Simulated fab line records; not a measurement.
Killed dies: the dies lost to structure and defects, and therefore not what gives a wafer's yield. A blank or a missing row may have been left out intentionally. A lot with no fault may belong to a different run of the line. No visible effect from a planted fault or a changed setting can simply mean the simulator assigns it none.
Chamber matching    flow n5 finfet    rie diel-06 running N5_HKMG_FIN_STRIP_93: 4 sister chambers
The step strips SOC in N2/H2, time 20 s. 4 wafers are shown with their chamber, then 10 later ones without.

== WAFERS PAIRED WITH THEIR CHAMBERS ==
wafer   chamber  throttle valve pct (%)
L084.3  1        18.7
L084.6  3        19.1
L085.2  2        18.9
L085.4  0        19.7

== WAFERS WITHOUT THEIR CHAMBER ==
wafer   throttle valve pct (%)
L085.5  18.9
L089.1  18.9
L089.5  18.9
L089.6  19.8
L093.2  18.9
L093.4  19.2
L093.5  19.8
L094.1  19.2
L094.2  18.9
L094.3  18.7

== WHICH CHAMBER EACH ONE RAN IN ==
wafer   from the rows above  in truth
L085.5  2                    2
L089.1  2                    2
L089.5  2                    2
L089.6  0                    0
L093.2  2                    2
L093.4  3                    3
L093.5  0                    0
L094.1  3                    3
L094.2  2                    2
L094.3  1                    1
Correct placement for 10 of the 10. Number that these rows cannot place: 0. 0 placed wrongly.
How it was worked out, from the rows above alone: a wafer's distance from a chamber is the root of the sum, over the readings, of the square of ((its reading less the chamber's mean) divided by the reading's scatter). The wafer belongs to the nearest chamber; if the next one is less than 2 further off, it can't be placed. A chamber's mean is the mean of its shown wafers. The scatter: with one shown wafer a chamber, the root of the mean of the squares of how far each hidden wafer lies from its nearest shown one.
